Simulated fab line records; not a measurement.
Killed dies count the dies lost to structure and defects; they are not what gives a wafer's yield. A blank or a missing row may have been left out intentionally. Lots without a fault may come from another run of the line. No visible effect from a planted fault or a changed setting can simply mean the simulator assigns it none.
fab line records	flow n5Finfet
record: lots: 7	wafers: 21	lastDay: 17
route steps=1938 shown MOL_CONTACT_COAG@615 BEOL_M0_SAQP@632 BEOL_M0@726 BEOL_M4@1111 PASSIVATION@1936
lots that met no fault: from a run of the same line without faults
startH: hours from the record's opening day to when the first of the lot's shown wafers began	waitH: hours since the lot's step before	" same as the row above	L1.1+2: several wafers, shown together as one row	- either no value or no given start	* or withheld: withheld	< > ~ a bound
route shown NAME@n: names a module that has steps shown in the file, with the first one's number in the route	usual: the fault-free wafers' mean and standard deviation	same: alike in all rows	chamber/n: place in a boat	sites: each site's reading	_std_site: the standard deviation of these	_edge_site: mean of outer sites minus mean of inner sites	radiusMm: how far each site lies from the wafer's centre	mask NAME#n: copy n	behind: the tool/chamber that last shaped the wafer	hold: reason for holding the lot/hours on hold/outcome of the hold	device: which transistor (n, p or np) failed to switch	end of line: the same wafers' tests at the end of the route	where a step has no rows: the recipe by itself	killed: dies that structure and defects cost at the first sort, which is not the same as the wafer's yield	map: per-die view of a wafer (x killed, . not killed, _ where there is no die)
set.NAME: the setting that was run; set.NAME@STEP: the one run at that earlier step	model.NAME: the simulator's own value behind a step, which no gauge read
a sample of lots followed through the steps of the route, with each step as a table and each wafer as a row
services: when a tool's chamber went out of use (startH, in hours from the record's first day, below 0 if earlier), for how many hours, and the reason
== steps ==
step: N5_MOL_CONTACT_COAG_VIA_ETCH_117
recipe: chemistry: C4F6/O2	targetDepthA: 400	overetchA: 80	maskMaterial: SOC	target: SiO2	biasW: 455	pressureMtorr: 10	timeS: 26	sourceW: 325	Ar_flow_sccm: 300	C4F6_flow_sccm: 10	O2_flow_sccm: 10	ionEnergyEv: 575.3	ends: endPoint
usual: O2_flow_sccm: 10.00/0.033	drypumpMotorCurrentA: 5.7/0.55	oesProductAu: 0.72/0.059	rfVppV: 1582/28	showerheadPlenumPTorr: 2.83/0.12	throttleValvePct: 41.0/0.41
lot.wafer	tool	chamber	startH	waitH	O2_flow_sccm	drypumpMotorCurrentA	oesProductAu	rfHoursCounterH	rfVppV	showerheadPlenumPTorr	throttleValvePct
L343.1	rieDiel-05	0	110.24	0.0	9.95	5.1	0.70	111	1570	2.75	40.7
L343.3	"	3	"	"	10.05	4.7	0.76	46	1552	2.77	40.8
L343.4	"	1	"	"	9.97	5.8	0.76	58	1547	2.77	41.1
L345.2	rieDiel-05	0	128.51	0.0	9.99	5.2	0.69	119	1567	2.74	40.6
L345.5	"	3	"	"	9.98	4.7	0.75	-	1550	2.77	40.8
L345.6	"	0	"	"	10.01	5.2	0.70	-	1569	2.74	40.7
L347.3	rieDiel-03	0	135.24	0.0	10.00	5.3	0.75	72	1582	2.76	41.2
L347.5	"	0	"	"	9.97	5.3	0.76	-	1584	2.76	41.3
L347.6	"	3	"	"	10.04	5.5	0.68	-	1593	2.63	41.4
L353.1	rieDiel-03	0	169.26	0.0	9.93	5.3	0.75	85	1581	2.75	41.3
L353.3	"	2	"	"	10.02	4.8	0.84	17	1607	2.79	40.8
L353.4	"	1	"	"	10.01	6.3	0.62	222	1550	2.90	41.6
L359.1	rieDiel-05	2	204.49	0.0	9.96	6.0	0.70	110	1625	2.85	41.2
L359.4	"	0	"	"	10.02	5.2	0.68	144	1566	2.73	40.7
L359.6	"	1	"	"	10.07	5.9	0.73	-	1544	2.76	41.2
L360.1	rieDiel-04	1	215.79	0.0	9.98	6.1	0.77	63	1603	2.97	40.1
L360.4	"	0	"	"	10.00	6.5	0.71	-	1595	3.00	41.0
L360.5	"	3	"	"	10.00	6.0	0.81	-	1546	3.00	41.1
L361.3	rieDiel-04	0	222.41	0.0	10.05	6.5	0.70	98	1595	2.99	41.0
L361.4	"	3	"	"	9.92	6.0	0.81	-	1546	3.00	41.1
L361.5	"	0	"	"	10.03	6.5	0.72	-	1596	2.99	41.0
step: N5_BEOL_M0_SAQP_PECVD_00
recipe: material: SiCN	targetThkA: 80	tempC: withheld	precursor: 3MS/NH3	pressureTorr: 3	rfW: 202	timeS: 14
usual: chamberPressureTorr: 3.000/0.0066	rfFwdPowerW: 198.2/0.96	showerheadPlenumPTorr: 3.663/0.01	throttleValvePct: 9.4/0.78	timeS: 14/0
lot.wafer	tool	chamber	startH	waitH	chamberPressureTorr	rfFwdPowerW	showerheadPlenumPTorr	sinceWetCleanH	throttleValvePct	timeS
L343.1	pecvd-01	2	117.04	0.2	3.005	198.9	3.641	429	9.1	14
L343.3	"	2	"	"	3.002	199.2	3.649	-	8.7	14
L343.4	"	1	"	"	3.006	200.3	3.668	-	9.3	14
L345.2	pecvd-03	1	133.15	0.2	3.005	197.1	3.676	1743	9.7	14
L345.5	"	1	"	"	2.999	197.8	3.658	-	9.6	14
L345.6	"	2	"	"	2.994	196.6	3.667	-	7.9	14
L347.3	pecvd-04	1	139.73	0.1	3.001	198.5	3.655	1387	9.1	14
L347.5	"	0	"	"	3.006	198.1	3.668	-	9.6	14
L347.6	"	2	"	"	2.992	197.3	3.681	-	10.7	14
L353.1	pecvd-01	1	173.76	0.2	3.000	200.5	3.652	1965	9.1	14
L353.3	"	0	"	"	2.999	198.8	3.678	1240	10.6	14
L353.4	"	1	"	"	2.991	200.3	3.667	-	9.1	14
L359.1	pecvd-03	2	208.97	0.2	-	-	-	-	-	-
L359.4	"	2	"	"	-	-	-	-	-	-
L359.6	"	1	"	"	-	-	-	-	-	-
L360.1	pecvd-03	2	220.28	0.2	-	-	-	-	-	-
L360.4	"	1	"	"	-	-	-	-	-	-
L360.5	"	2	"	"	-	-	-	-	-	-
L361.3	pecvd-01	0	226.90	0.1	-	-	-	-	-	-
L361.4	"	1	"	"	-	-	-	-	-	-
L361.5	"	2	"	"	-	-	-	-	-	-
step: N5_BEOL_M0_SAQP_PECVD_03
recipe: material: SiCN	targetThkA: 120	tempC: withheld	precursor: 3MS/NH3	pressureTorr: 3	rfW: 202	timeS: 21.1
usual: chamberPressureTorr: 3.000/0.0063	rfFwdPowerW: 198.7/0.9	showerheadPlenumPTorr: 3.664/0.011	throttleValvePct: 9.5/0.77
same: timeS: 21.1
lot.wafer	tool	chamber	startH	waitH	chamberPressureTorr	rfFwdPowerW	showerheadPlenumPTorr	sinceWetCleanH	throttleValvePct
L343.1	pecvd-03	0	118.36	0.1	3.001	199.8	3.665	1003	9.6
L343.3	"	1	"	"	3.021	198.2	3.672	1728	9.6
L343.4	"	0	"	"	3.004	199.2	3.658	-	9.3
L345.2	pecvd-03	2	133.89	0.1	2.998	198.6	3.679	247	8.1
L345.5	"	1	"	"	2.991	197.7	3.664	-	10.0
L345.6	"	0	"	"	2.999	199.0	3.666	-	9.5
L347.3	pecvd-03	0	140.26	0.1	3.002	199.3	3.657	1025	9.3
L347.5	"	2	"	"	2.999	198.8	3.665	-	8.0
L347.6	"	1	"	"	3.002	199.0	3.655	-	9.7
L353.1	pecvd-03	1	173.97	0.1	2.998	198.1	3.665	1784	9.8
L353.3	"	0	"	"	3.004	197.1	3.663	1059	9.2
L353.4	"	1	"	"	2.992	198.1	3.666	-	9.8
L359.1	pecvd-01	1	209.47	0.1	2.996	201.0	3.663	2001	9.1
L359.4	"	1	"	"	3.001	201.0	3.670	-	9.2
L359.6	"	0	"	"	3.007	199.2	3.676	-	10.8
L360.1	pecvd-04	1	220.89	0.1	2.992	199.1	3.647	1469	9.1
L360.4	"	0	"	"	2.990	198.8	3.667	-	9.5
L360.5	"	0	"	"	2.993	199.4	3.664	-	9.7
L361.3	pecvd-04	1	227.75	0.1	3.000	198.3	3.665	-	9.3
L361.4	"	0	"	"	3.010	199.5	3.659	-	9.4
L361.5	"	0	"	"	3.001	199.3	3.658	-	9.7
step: N5_BEOL_M0_SAQP_PECVD_96
recipe: material: a-Si	targetThkA: 450	tempC: 350	precursor: SiH4/He	pressureTorr: 3	rfW: 100	timeS: 45.2
usual: chamberPressureTorr: 3.000/0.0058	heaterPowerOuterW: 356/38	heaterPowerW: 610/51	showerheadPlenumPTorr: 5.66/0.037	throttleValvePct: 19.0/1.6
same: timeS: 45.2
lot.wafer	tool	chamber	startH	waitH	chamberPressureTorr	heaterPowerOuterW	heaterPowerW	showerheadPlenumPTorr	sinceWetCleanH	throttleValvePct
L343.1	pecvd-03	0	118.39	0.0	2.994	354	644	5.64	1004	19.1
L343.3	"	1	"	"	3.006	333	554	5.65	1729	19.7
L343.4	"	0	"	"	3.003	356	631	5.65	-	19.2
L345.2	pecvd-03	2	133.92	0.0	3.002	389	636	5.69	247	16.3
L345.5	"	1	"	"	3.006	336	567	5.66	-	19.3
L345.6	"	0	"	"	2.984	370	676	5.65	-	19.0
L347.3	pecvd-03	0	140.29	0.0	3.001	335	609	5.64	1025	19.1
L347.5	"	2	"	"	3.002	385	651	5.70	-	16.1
L347.6	"	1	"	"	3.006	316	544	5.66	-	19.5
L353.1	pecvd-03	1	174.00	0.0	2.996	341	588	5.68	1784	19.7
L353.3	"	0	"	"	2.993	332	617	5.66	1059	19.0
L353.4	"	1	"	"	2.996	339	562	5.67	-	19.5
L359.1	pecvd-01	1	209.50	0.0	3.001	381	661	5.67	2001	18.3
L359.4	"	1	"	"	2.997	360	682	5.66	-	18.4
L359.6	"	0	"	"	3.000	423	730	5.70	-	21.7
L360.1	pecvd-04	1	220.94	0.0	3.006	326	589	5.62	1469	18.3
L360.4	"	0	"	"	3.002	398	631	5.67	-	19.6
L360.5	"	0	"	"	2.997	409	628	5.67	-	19.5
L361.3	pecvd-04	1	227.80	0.0	2.986	338	593	5.62	-	18.3
L361.4	"	0	"	"	3.001	444	664	5.66	-	19.6
L361.5	"	0	"	"	3.001	450	663	5.66	-	19.6
step: N5_BEOL_M0_ETCH_109
recipe: chemistry: CH3F/O2	targetDepthA: 80	overetchA: 24	target: SiCN	timeS: 27.4	ionEnergyEv: 120	pressureMtorr: 30	sourceW: 395	biasW: 75	Ar_flow_sccm: 150	CH3F_flow_sccm: 30	O2_flow_sccm: 20
usual: O2_flow_sccm: 19.99/0.06	drypumpMotorCurrentA: 5.7/0.58	oesProductAu: 0.69/0.067	rfVppV: 297.1/1.8	showerheadPlenumPTorr: 1.99/0.083	throttleValvePct: 16.30/0.22
same: timeS: 27.4
lot.wafer	tool	chamber	startH	waitH	O2_flow_sccm	drypumpMotorCurrentA	oesProductAu	rfHoursCounterH	rfVppV	showerheadPlenumPTorr	throttleValvePct
L343.1	rieDiel-04	1	127.31	0.3	20.02	6.1	0.79	26	298.7	2.11	15.92
L343.3	"	0	"	"	20.00	6.5	0.73	59	299.6	2.12	16.16
L343.4	"	3	"	"	20.01	5.9	0.59	244	295.7	1.88	16.74
L345.2	rieDiel-03	0	143.29	0.0	20.02	5.3	0.72	75	296.5	1.94	16.27
L345.5	"	3	"	"	19.99	5.5	0.64	-	294.3	1.85	16.39
L345.6	"	2	"	"	20.03	4.8	0.83	-	296.2	1.97	16.02
L347.3	rieDiel-04	2	150.24	0.0	19.97	5.7	0.58	231	296.4	1.98	16.28
L347.5	"	1	"	"	19.86	6.1	0.77	-	298.1	2.11	15.94
L347.6	"	2	"	"	20.02	5.7	0.60	-	297.1	1.98	16.29
L353.1	rieDiel-03	0	181.51	0.2	19.98	5.3	0.71	89	295.0	1.94	16.29
L353.3	"	3	"	"	19.99	5.5	0.64	164	294.1	1.84	16.42
L353.4	"	2	"	"	20.01	4.8	0.81	20	295.9	1.96	16.04
L359.1	rieDiel-05	3	220.43	0.3	19.85	4.7	0.31	89	295.8	1.94	16.33
L359.4	"	2	"	"	20.01	6.0	0.29	116	297.8	2.01	16.51
L359.6	"	2	"	"	19.96	6.0	0.29	-	299.0	2.00	16.54
L360.1	rieDiel-05	0	228.77	0.1	20.01	5.2	0.28	154	297.3	1.92	16.16
L360.4	"	3	"	"	19.99	4.7	0.30	91	296.4	1.94	16.34
L360.5	"	0	"	"	20.16	5.2	0.28	-	296.6	1.92	16.17
L361.3	rieDiel-03	2	236.36	0.3	19.94	4.8	0.33	37	296.1	1.96	16.06
L361.4	"	3	"	"	19.97	5.5	0.27	183	293.5	1.84	16.45
L361.5	"	1	"	"	19.92	6.3	0.25	-	298.9	2.04	16.75
step: N5_BEOL_M0_RS_MEAS_126
recipe: thkMeasGauge: four-point-probe	reads: Co_of_BEOL_M0_CO_CAP_123+Cu_of_BEOL_M0_ECD_118+Co_of_BEOL_M0_CVD_115+TaN_of_BEOL_M0_ALD_136
usual: M0_RS: 0.534/0.017
lot.wafer	tool	chamber	startH	waitH	M0_RS[ohm/sq]
L343.1	filmMetro-01	-	131.40	0.0	0.537
L343.3	"	-	"	"	0.540
L343.4	"	-	"	"	0.513
L345.2	filmMetro-02	-	146.15	0.1	0.526
L345.5	"	-	"	"	0.514
L345.6	"	-	"	"	0.520
L347.3	filmMetro-01	-	152.98	0.1	0.532
L347.5	"	-	"	"	0.518
L347.6	"	-	"	"	0.521
L353.1	filmMetro-01	-	184.96	0.1	0.513
L353.3	"	-	"	"	0.529
L353.4	"	-	"	"	0.534
L359.1	filmMetro-01	-	223.48	0.0	0.735
L359.4	"	-	"	"	0.711
L359.6	"	-	"	"	0.705
L360.1	filmMetro-02	-	232.35	0.1	0.678
L360.4	"	-	"	"	0.658
L360.5	"	-	"	"	0.646
L361.3	filmMetro-01	-	238.71	0.1	0.712
L361.4	"	-	"	"	0.676
L361.5	"	-	"	"	0.704
step: N5_BEOL_M4_RC_MEAS_101
usual: DIBL_N: 35.3/1.5	DIBL_P: 35.3/1.9	IOFF_N: 0.145/0.027	IOFF_P: 0.20/0.033	ION_N: 670/12	ION_P: 462/6.8	SS_N: 71.3/0.6	SS_P: 73.1/0.7	VT_N: 251/3.4	VT_P: -251/3.2
lot.wafer	tool	chamber	startH	waitH	DIBL_N[mV/V]	DIBL_P[mV/V]	IOFF_N[nA/um]	IOFF_P[nA/um]	ION_N[uA/um]	ION_P[uA/um]	SS_N[mV/dec]	SS_P[mV/dec]	VT_N[mV]	VT_P[mV]
L343.1	prober-01	0	193.92	0.0	35.0	35.7	0.138	0.18	659	450	71.0	73.1	254	-253
L343.3	"	0	"	"	36.3	38.0	0.166	0.21	680	460	71.8	74.1	249	-251
L343.4	"	0	"	"	36.2	37.4	0.154	0.20	666	455	71.5	73.9	251	-251
L347.3	prober-01	0	204.08	0.3	36.7	36.6	0.162	0.24	669	464	71.9	73.4	251	-247
L347.5	"	0	"	"	35.3	35.2	0.133	0.22	664	466	71.6	73.0	251	-249
L347.6	"	0	"	"	36.8	37.3	0.160	0.25	679	467	72.0	73.3	248	-245
L345.2	prober-01	0	230.05	0.2	35.8	34.8	0.142	0.18	673	457	71.2	73.5	251	-254
L345.5	"	0	"	"	35.6	35.3	0.137	0.19	672	461	70.9	73.3	252	-252
L345.6	"	0	"	"	35.3	34.3	0.125	0.17	665	460	70.9	73.4	255	-255
L353.1	prober-01	0	250.96	0.0	34.0	34.9	0.120	0.19	654	458	70.6	72.7	256	-250
L353.3	"	0	"	"	31.6	31.7	0.090	0.15	637	446	70.3	72.0	260	-251
L353.4	"	0	"	"	35.0	35.7	0.139	0.20	672	465	70.4	73.0	252	-249
L359.1	prober-01	0	291.23	0.0	35.8	35.4	0.139	0.19	667	461	71.4	72.9	256	-252
L359.4	"	0	"	"	34.0	33.6	0.103	0.17	641	449	71.2	73.1	257	-254
L359.6	"	0	"	"	37.7	37.9	0.166	0.23	659	453	71.9	73.5	251	-252
L360.1	prober-02	0	296.26	0.0	35.1	35.6	0.145	0.20	682	466	72.3	73.7	252	-250
L360.4	"	0	"	"	38.0	38.5	0.202	0.26	690	471	73.0	74.0	246	-247
L360.5	"	0	"	"	33.5	33.5	0.112	0.16	657	452	71.0	73.2	257	-255
L361.3	prober-01	0	302.49	0.3	35.4	36.6	0.162	0.20	679	462	71.3	73.0	248	-253
L361.4	"	0	"	"	35.7	36.8	0.163	0.20	680	464	70.8	73.5	248	-254
L361.5	"	0	"	"	33.4	34.4	0.128	0.16	675	462	69.8	72.7	250	-256
step: N5_PASSIVATION_PROBE_49
usual: defectLimitedYield: 91.2/1.5	killed_at_M0_to_M3: 34/11	killed_at_M4_up: 14/5.4	killedAtContacts: 12/5.9	killedAtFrontEnd: 40/12	killedAtOther: 4/3.3	killedDies: 103/18	killedOnRim: 14/4.1	killedOpen: 68/13	killedShort: 34/7.5	sort_bin_5_function: 5.1/1	sort_bin_6_memory: 3.3/0.7	sort_bin_8_speed: 0.03/0.27	sortNPass: 1076/18	sortYieldPct: 91.2/1.5
same: grossDies: 1180	killedAtBackSide: 0	sort_bin_4_leakage[%]: 0
lot.wafer	tool	chamber	startH	waitH	defectLimitedYield[%]	killed_at_M0_to_M3	killed_at_M4_up	killedAtContacts	killedAtFrontEnd	killedAtOther	killedDies	killedOnRim	killedOpen	killedShort	sort_bin_5_function[%]	sort_bin_6_memory[%]	sort_bin_8_speed[%]	sortNPass	sortYieldPct[%]
L343.1	prober-02	-	303.98	0.0	92.5	21	11	17	34	6	89	20	63	26	4.4	3.0	0	1091	92.5
L343.3	prober-02	-	304.08	0.1	92.6	28	7	15	32	5	87	13	55	31	3.8	3.2	0	1093	92.6
L343.4	prober-02	-	304.13	0.2	91.8	15	11	14	53	4	97	12	59	37	4.7	3.1	0	1083	91.8
L347.3	prober-02	-	311.13	0.1	90.3	44	20	15	31	4	114	11	83	31	5.6	3.9	0	1066	90.3
L347.5	prober-02	-	311.23	0.2	88.6	45	18	9	52	10	134	9	80	54	6.7	4.1	0	1046	88.6
L347.6	prober-02	-	311.28	0.3	92.5	32	10	7	39	0	88	14	57	29	4.7	2.3	0	1092	92.5
L345.2	prober-02	-	338.05	0.1	88.9	39	14	15	58	5	131	24	86	44	6.4	4.5	0	1049	88.9
L345.5	prober-02	-	338.20	0.2	90.9	36	18	7	43	3	107	12	62	44	5.3	3.5	0	1073	90.9
L345.6	prober-02	-	338.25	0.3	90.3	39	14	25	35	2	115	17	74	41	5.8	3.4	0	1065	90.3
L353.1	prober-01	-	356.39	0.0	90.3	43	18	17	31	6	115	12	82	32	5.3	4.2	0	1065	90.3
L353.3	prober-01	-	356.49	0.1	91.4	32	18	17	31	4	102	20	69	31	5.2	3.1	3.22	1040	88.1
L353.4	prober-01	-	356.54	0.2	88.5	48	23	12	34	19	136	19	93	42	6.9	4.3	0	1044	88.5
L359.1	prober-01	-	396.22	0.6	67.3	301	28	14	33	10	386	88	81	38	28.4	3.8	0	794	67.3
L359.4	prober-01	-	396.37	0.7	66.4	315	16	12	44	9	396	90	74	33	29.7	3.6	0.25	781	66.2
L359.6	prober-01	-	396.47	0.8	69.9	284	19	5	39	8	355	95	55	34	26.0	3.7	0	825	69.9
L360.1	prober-01	-	398.38	2.1	68.4	305	13	6	47	2	373	76	57	50	27.9	3.3	0	807	68.4
L360.4	prober-01	-	398.53	2.2	71.4	284	14	6	34	0	338	87	47	36	25.6	2.5	0	842	71.4
L360.5	prober-01	-	398.58	2.3	69.3	309	5	9	35	4	362	91	43	36	28.2	2.4	0	818	69.3
L361.3	prober-01	-	414.84	0.1	67.4	312	21	10	34	8	385	41	65	32	28.6	3.4	0	795	67.4
L361.4	prober-01	-	414.89	0.2	68.1	320	15	6	33	3	377	107	54	33	29.1	2.8	0	803	68.1
L361.5	prober-01	-	414.94	0.2	71.5	284	18	10	20	4	336	22	44	23	25.9	2.3	0	844	71.5
killed by level:class
L343.1 MOL_CONTACT_COAG:geometricParticle:open=13 STI_FIN_REVEAL:geometricParticle:open=10 BEOL_M4:geometricParticle:open=7 DUMMY_GATE:geometricParticle:open=5 BEOL_M0_SAQP:geometricParticle:short=5 BEOL_M2:geometricParticle:open=5 ILD0:geometricParticle:open=4 MOL_CONTACT_COAG:geometricParticle:short=4
L343.3 MOL_CONTACT_COAG:geometricParticle:open=14 STI_FIN_REVEAL:geometricParticle:open=9 BEOL_M1:geometricParticle:open=7 DUMMY_GATE:geometricParticle:open=6 BEOL_M0_SAQP:geometricParticle:short=6 GATE_CUT:geometricParticle:short=5 BEOL_M0_SAQP:geometricParticle:open=4 BEOL_M4:geometricParticle:open=4
L343.4 STI_FIN_REVEAL:geometricParticle:open=14 MOL_CONTACT_COAG:geometricParticle:open=11 FIN_SAQP:geometricParticle:short=9 BEOL_M4:geometricParticle:open=8 STARTING-WAFER:geometricParticle:open=7 GATE_CUT:geometricParticle:short=6 STI_FIN_REVEAL:geometricParticle:short=4 STARTING-WAFER:geometricParticle:short=4
L347.3 MOL_CONTACT_COAG:geometricParticle:open=15 FIN_SAQP:geometricParticle:open=12 BEOL_M0_SAQP:geometricParticle:short=10 BEOL_M0_SAQP:geometricParticle:open=10 BEOL_M3:geometricParticle:open=10 BEOL_M4:geometricParticle:open=9 STI_FIN_REVEAL:geometricParticle:open=8 BEOL_M3:geometricParticle:short=7
L347.5 FIN_SAQP:geometricParticle:open=23 FIN_SAQP:geometricParticle:short=13 BEOL_M0_SAQP:geometricParticle:short=13 BEOL_M0_SAQP:geometricParticle:open=10 BEOL_M4:geometricParticle:open=9 MOL_CONTACT_COAG:geometricParticle:open=8 BEOL_M3:geometricParticle:open=6 DUMMY_GATE:geometricParticle:open=5
L347.6 FIN_SAQP:geometricParticle:open=7 BEOL_M0_SAQP:geometricParticle:open=7 BEOL_M2:geometricParticle:open=7 GATE_CUT:geometricParticle:short=6 MOL_CONTACT_COAG:geometricParticle:open=6 BEOL_M0_SAQP:geometricParticle:short=6 FIN_SAQP:geometricParticle:short=5 STI_FIN_REVEAL:geometricParticle:open=5
L345.2 FIN_SAQP:geometricParticle:short=17 MOL_CONTACT_COAG:geometricParticle:open=15 FIN_SAQP:geometricParticle:open=14 BEOL_M1:geometricParticle:open=12 BEOL_M4:geometricParticle:open=7 STI_FIN_REVEAL:geometricParticle:short=6 STI_FIN_REVEAL:geometricParticle:open=6 BEOL_M3:geometricParticle:open=6
L345.5 BEOL_M4:geometricParticle:open=12 BEOL_M3:geometricParticle:open=9 FIN_SAQP:geometricParticle:short=8 STI_FIN_REVEAL:geometricParticle:open=8 MOL_CONTACT_COAG:geometricParticle:open=6 BEOL_M0_SAQP:geometricParticle:short=6 FIN_SAQP:geometricParticle:open=5 BEOL_M4:geometricParticle:short=5
L345.6 MOL_CONTACT_COAG:geometricParticle:open=20 BEOL_M3:geometricParticle:open=12 FIN_SAQP:geometricParticle:short=8 BEOL_M0_SAQP:geometricParticle:open=6 GATE_CUT:geometricParticle:short=5 MOL_CONTACT_COAG:geometricParticle:short=5 BEOL_M1:geometricParticle:open=4 DUMMY_GATE:geometricParticle:open=4
L353.1 MOL_CONTACT_COAG:geometricParticle:open=16 STI_FIN_REVEAL:geometricParticle:open=10 BEOL_M3:geometricParticle:open=9 BEOL_M1:geometricParticle:open=8 BEOL_M0_SAQP:geometricParticle:short=7 BEOL_M2:geometricParticle:open=6 BEOL_M4:geometricParticle:open=6 BEOL_M0_SAQP:geometricParticle:open=5
L353.3 MOL_CONTACT_COAG:geometricParticle:open=12 BEOL_M4:geometricParticle:open=10 DUMMY_GATE:geometricParticle:open=8 BEOL_M0_SAQP:geometricParticle:open=7 BEOL_M3:geometricParticle:open=6 STARTING-WAFER:geometricParticle:short=6 MOL_CONTACT_COAG:geometricParticle:short=5 STI_FIN_REVEAL:geometricParticle:open=5
L353.4 BEOL_M0_SAQP:geometricParticle:open=18 BEOL_M0_SAQP:geometricParticle:short=12 BEOL_M4:geometricParticle:open=11 MOL_CONTACT_COAG:geometricParticle:open=10 FIN_SAQP:geometricParticle:open=9 DUMMY_GATE:geometricParticle:open=9 STI_FIN_REVEAL:geometricParticle:open=8 BEOL_M3:geometricParticle:open=8
L359.1 BEOL_M0_SAQP:areaPecvd=264 BEOL_M2:geometricParticle:open=16 BEOL_M4:geometricParticle:open=13 MOL_CONTACT_COAG:geometricParticle:open=11 FIN_SAQP:geometricParticle:open=9 FIN_SAQP:geometricParticle:short=8 BEOL_M4:geometricParticle:short=7 BEOL_M1:geometricParticle:open=6
L359.4 BEOL_M0_SAQP:areaPecvd=284 FIN_SAQP:geometricParticle:short=9 STI_FIN_REVEAL:geometricParticle:open=9 FIN_SAQP:geometricParticle:open=7 DUMMY_GATE:geometricParticle:open=7 BEOL_M1:geometricParticle:open=7 BEOL_M3:geometricParticle:open=7 BEOL_M4:geometricParticle:open=7
L359.6 BEOL_M0_SAQP:areaPecvd=261 FIN_SAQP:geometricParticle:open=9 BEOL_M4:geometricParticle:open=9 GATE_CUT:geometricParticle:short=7 BEOL_M0_SAQP:geometricParticle:open=7 FIN_SAQP:geometricParticle:short=6 BEOL_M2:geometricParticle:open=5 MOL_CONTACT_COAG:geometricParticle:open=4
L360.1 BEOL_M0_SAQP:areaPecvd=266 BEOL_M0_SAQP:geometricParticle:short=16 FIN_SAQP:geometricParticle:short=14 FIN_SAQP:geometricParticle:open=12 BEOL_M0_SAQP:geometricParticle:open=8 MOL_CONTACT_COAG:geometricParticle:open=6 BEOL_M1:geometricParticle:open=6 DUMMY_GATE:geometricParticle:open=5
L360.4 BEOL_M0_SAQP:areaPecvd=255 FIN_SAQP:geometricParticle:short=15 BEOL_M0_SAQP:geometricParticle:short=12 BEOL_M0_SAQP:geometricParticle:open=8 BEOL_M4:geometricParticle:open=6 FIN_SAQP:geometricParticle:open=5 DUMMY_GATE:geometricParticle:open=5 MOL_CONTACT_COAG:geometricParticle:open=5
L360.5 BEOL_M0_SAQP:areaPecvd=283 FIN_SAQP:geometricParticle:short=10 BEOL_M3:geometricParticle:open=8 MOL_CONTACT_COAG:geometricParticle:open=6 STI_FIN_REVEAL:geometricParticle:open=5 BEOL_M0_SAQP:geometricParticle:open=4 BEOL_M3:geometricParticle:short=4 STI_FIN_REVEAL:geometricParticle:short=3
L361.3 BEOL_M0_SAQP:areaPecvd=288 MOL_CONTACT_COAG:geometricParticle:open=10 BEOL_M1:geometricParticle:open=8 STI_FIN_REVEAL:geometricParticle:open=7 BEOL_M0_SAQP:geometricParticle:open=7 BEOL_M4:geometricParticle:open=5 PASS1_CAP:geometricParticle:open=5 DUMMY_GATE:geometricParticle:open=4
L361.4 BEOL_M0_SAQP:areaPecvd=290 BEOL_M1:geometricParticle:open=9 BEOL_M0_SAQP:geometricParticle:open=8 BEOL_M0_SAQP:geometricParticle:short=8 FIN_SAQP:geometricParticle:short=7 MOL_CONTACT_COAG:geometricParticle:open=6 FIN_SAQP:geometricParticle:open=5 STARTING-WAFER:geometricParticle:short=5
L361.5 BEOL_M0_SAQP:areaPecvd=268 MOL_CONTACT_COAG:geometricParticle:open=8 BEOL_M0_SAQP:geometricParticle:short=6 DUMMY_GATE:geometricParticle:open=5 BEOL_M4:geometricParticle:open=5 GATE_CUT:geometricParticle:open=3 BEOL_M0:geometricParticle:open=3 BEOL_M2:geometricParticle:open=3
== services ==
tool	chamber	startH	hours	kind
rieDiel-05	-	93.41	0.3	repair
pecvd-03	-	94.80	1.2	repair
rieDiel-05	3	105.12	2.2	repair
rieDiel-03	2	109.39	-	clean
rieDiel-03	2	109.39	-	consumableReplace:focusRing
rieDiel-03	2	109.39	17.5	scheduledDown
rieDiel-03	2	109.39	17.5	ventCycle
pecvd-01	0	115.15	5.0	scheduledDown
pecvd-04	1	119.99	2.1	scheduledDown
rieDiel-04	3	144.22	-	clean
rieDiel-04	3	144.22	-	consumableReplace:focusRing
rieDiel-05	0	167.54	4.6	repair
rieDiel-03	2	185.10	3.2	repair
rieDiel-05	-	196.32	1.0	repair
pecvd-04	-	197.04	6.0	pm
pecvd-03	0	197.26	5.5	scheduledDown
rieDiel-04	-	199.04	0.5	repair
pecvd-04	2	203.04	-	clean
pecvd-04	2	203.04	-	consumableReplace:showerhead
pecvd-04	2	203.04	29.0	scheduledDown
pecvd-04	2	203.04	29.0	ventCycle
pecvd-03	1	225.62	2.1	scheduledDown
pecvd-04	0	233.72	5.0	scheduledDown
pecvd-01	1	235.83	46.6	repair
== key ==
firstSign: step: N5_BEOL_M0_SAQP_PECVD_00	reading: toolRecord	direction: missing
effect: step: N5_BEOL_M0_ETCH_109	reading: oesProductAu	direction: down	sigmas: 5.9	usual: 0.69	struck: 0.29
effect: step: N5_BEOL_M0_RS_MEAS_126	reading: M0_RS	direction: up	sigmas: 9.5	usual: 0.534	struck: 0.692
effect: step: N5_PASSIVATION_PROBE_49	reading: killed_at_M0_to_M3	direction: up	sigmas: 24	usual: 34	struck: 302
moreKillsBornAt: N5_BEOL_M0_SAQP_PECVD_00@pecvd-03: 1613	N5_BEOL_M0_SAQP_PECVD_00@pecvd-01: 846
metAt N5_BEOL_M0_SAQP_PECVD_00
struckLots L359,L360,L361
notActingAt N5_MOL_CONTACT_COAG_VIA_ETCH_117,N5_BEOL_M0_SAQP_PECVD_03,N5_BEOL_M0_SAQP_PECVD_96
onsetBetween 173.76 208.97
fault: kind: skippedStepWhole	tool: pecvd-01,pecvd-03	chamber: -	onsetH: 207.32	steps: N5_BEOL_M0_SAQP_PECVD_00	scope: struckLotsOnly
